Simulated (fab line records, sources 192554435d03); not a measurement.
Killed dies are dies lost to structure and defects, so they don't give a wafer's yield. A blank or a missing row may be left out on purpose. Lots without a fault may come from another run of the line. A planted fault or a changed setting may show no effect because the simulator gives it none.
Split-lot experiment | flow n5_finfet | 7 lots, 39 wafers read, on a route of 1938 steps

THE SPLIT
At N5_SD_EPI_P_EPI_21 (deposits SiGe:B, time 355 s), the setting epi_growth_time_s was moved away from the recipe's 355 s on 15 of the 39 wafers read, by -10.3% to +7.0%. The other wafers ran this setting at the recipe's value.

FROM THE SPLIT TO THE READING: what the file shows between them, 5 steps
- N5_SD_EPI_P_EPI_MEAS_23
- N5_SD_EPI_P_HM_STRIP_48: strips SiNx in H3PO4, material SiNx, target depth 3 nm
- N5_SD_EPI_P_SRD_49: time 30 s
- N5_SD_ACTIVATION_RTA_00: time 0 s
- N5_SD_ACTIVATION_LSA_01: time 0.0008 s

THE READING
RS_SD_P, in ohm/sq, at N5_SD_ACTIVATION_RS_MEAS_03 (measures by four-point-probe). Fault-free wafers of this fab line usually give 56.0 ohm/sq, standard deviation 1.2 ohm/sq.

wafer  | tool, chamber at the split | epi_growth_time_s as run, s | against the recipe | RS_SD_P, ohm/sq | against lot-mates on the recipe
L074.1 | epi_rpcvd-01, 0            | 366.1                       | +3.1%              | 53.1            | -2.5
L074.2 | epi_rpcvd-01, 0            | 366.1                       | +3.1%              | 53.9            | -1.7
L074.3 | epi_rpcvd-01, 0            | 366.1                       | +3.1%              | 53.7            | -1.9
L074.4 | epi_rpcvd-01, 0            | 355                         | recipe             | 55.4            | -
L074.5 | epi_rpcvd-01, 0            | 355                         | recipe             | 56.0            | -
L074.6 | epi_rpcvd-01, 0            | 355                         | recipe             | 55.3            | -
L075.1 | epi_rpcvd-01, 0            | 355                         | recipe             | 57.5            | -
L075.2 | epi_rpcvd-01, 0            | 334.7                       | -5.7%              | 60.0            | +2.8
L075.3 | epi_rpcvd-01, 0            | 334.7                       | -5.7%              | 60.2            | +3.0
L075.4 | epi_rpcvd-01, 0            | 334.7                       | -5.7%              | 59.3            | +2.1
L075.5 | epi_rpcvd-01, 0            | 355                         | recipe             | 57.2            | -
L075.6 | epi_rpcvd-01, 0            | 355                         | recipe             | 57.0            | -
L078.1 | epi_rpcvd-01, 0            | 355                         | recipe             | 58.8            | -
L078.2 | epi_rpcvd-01, 0            | 355                         | recipe             | 57.8            | -
L078.3 | epi_rpcvd-01, 0            | 355                         | recipe             | 57.9            | -
L078.4 | epi_rpcvd-01, 0            | 355                         | recipe             | 58.3            | -
L078.5 | epi_rpcvd-01, 0            | 355                         | recipe             | 58.0            | -
L078.6 | epi_rpcvd-01, 0            | 355                         | recipe             | 57.6            | -
L089.1 | epi_rpcvd-04, 0            | 380                         | +7.0%              | 52.6            | -1.7
L089.2 | epi_rpcvd-04, 0            | 355                         | recipe             | 54.5            | -
L089.3 | epi_rpcvd-04, 0            | 355                         | recipe             | 54.3            | -
L089.4 | epi_rpcvd-04, 0            | 380                         | +7.0%              | 52.0            | -2.3
L089.5 | epi_rpcvd-04, 0            | 355                         | recipe             | 54.0            | -
L089.6 | epi_rpcvd-04, 0            | 380                         | +7.0%              | 52.0            | -2.3
L093.1 | epi_rpcvd-04, 0            | 355                         | recipe             | 55.6            | -
L093.2 | epi_rpcvd-04, 0            | 373.5                       | +5.2%              | 54.2            | -1.8
L093.3 | epi_rpcvd-04, 0            | 355                         | recipe             | 56.0            | -
L093.4 | epi_rpcvd-04, 0            | 373.5                       | +5.2%              | 54.6            | -1.4
L093.5 | epi_rpcvd-04, 0            | 355                         | recipe             | 56.4            | -
L093.6 | epi_rpcvd-04, 0            | 373.5                       | +5.2%              | 54.1            | -1.9
L094.1 | epi_rpcvd-01, 0            | 318.5                       | -10.3%             | 60.5            | +3.9
L094.2 | epi_rpcvd-01, 0            | 355                         | recipe             | 56.3            | -
L094.3 | epi_rpcvd-01, 0            | 355                         | recipe             | 57.1            | -
L094.4 | epi_rpcvd-01, 0            | 318.5                       | -10.3%             | 61.4            | +4.8
L094.5 | epi_rpcvd-01, 0            | 355                         | recipe             | 56.3            | -
L094.6 | epi_rpcvd-01, 0            | 318.5                       | -10.3%             | 59.9            | +3.3
L096.1 | epi_rpcvd-04, 0            | 355                         | recipe             | 55.0            | -
L096.2 | epi_rpcvd-04, 0            | 355                         | recipe             | 54.7            | -
L096.5 | epi_rpcvd-04, 0            | 355                         | recipe             | 55.3            | -

THE FIT
A straight line over all 39 wafers: RS_SD_P changes by -0.499 ohm/sq for each +1% of epi_growth_time_s; r = -0.87; the points scatter about the line by 1.2 ohm/sq.
The same after taking each lot's own level away (the mean of its wafers on the recipe; 39 wafers): -0.382 ohm/sq for each +1%; r = -0.96; scatter 0.48 ohm/sq.
On that fit, the largest move of epi_growth_time_s shifts the reading by 3.9 ohm/sq.
The lots' own levels span 54.27 to 58.07 ohm/sq, that is 3.2 times the standard deviation above.
So the lot-to-lot level changes the slope: the two fits differ.
Check: with one of the wafers moved furthest among these (-10.3%) left out of the fit, the line predicts +3.99 ohm/sq for it against its lot-mates. It came out at +3.93 ohm/sq against them.

OTHER SPLITS ON THESE WAFERS
These wafers also went through other splits before the reading. Each is held against what the fit with the lots' levels taken away leaves over:
other split on the same wafers | wafers away from the commonest value | r with RS_SD_P (lot level and that fit taken away)
N5_FIN_CUT_CUT_ETCH_15 time_s  | 12                                   | -0.19

THE WHOLE CHAIN: every reading that the file lists as answering this split, in the file's order
step                        | what it does                 | reading                                                                           | change (the file's fit)               | r (the file's)
N5_SD_EPI_P_EPI_21          | deposits SiGe:B, time 355 s  | SiGe-B_of_SD_EPI_P_EPI_21.thk_nm (the simulator's own value, which no gauge read) | +0.421 nm for each +1% of the setting | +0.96
N5_SD_EPI_P_EPI_MEAS_23     |                              | thk_nm                                                                            | withheld for each +1% of the setting  | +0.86
N5_SD_ACTIVATION_RS_MEAS_03 | measures by four-point-probe | RS_SD_P                                                                           | -0.383 for each +1% of the setting    | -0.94

THE FILE'S OWN FIT
RS_SD_P changes by -0.383 ohm/sq for each +1% of epi_growth_time_s, r = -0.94.
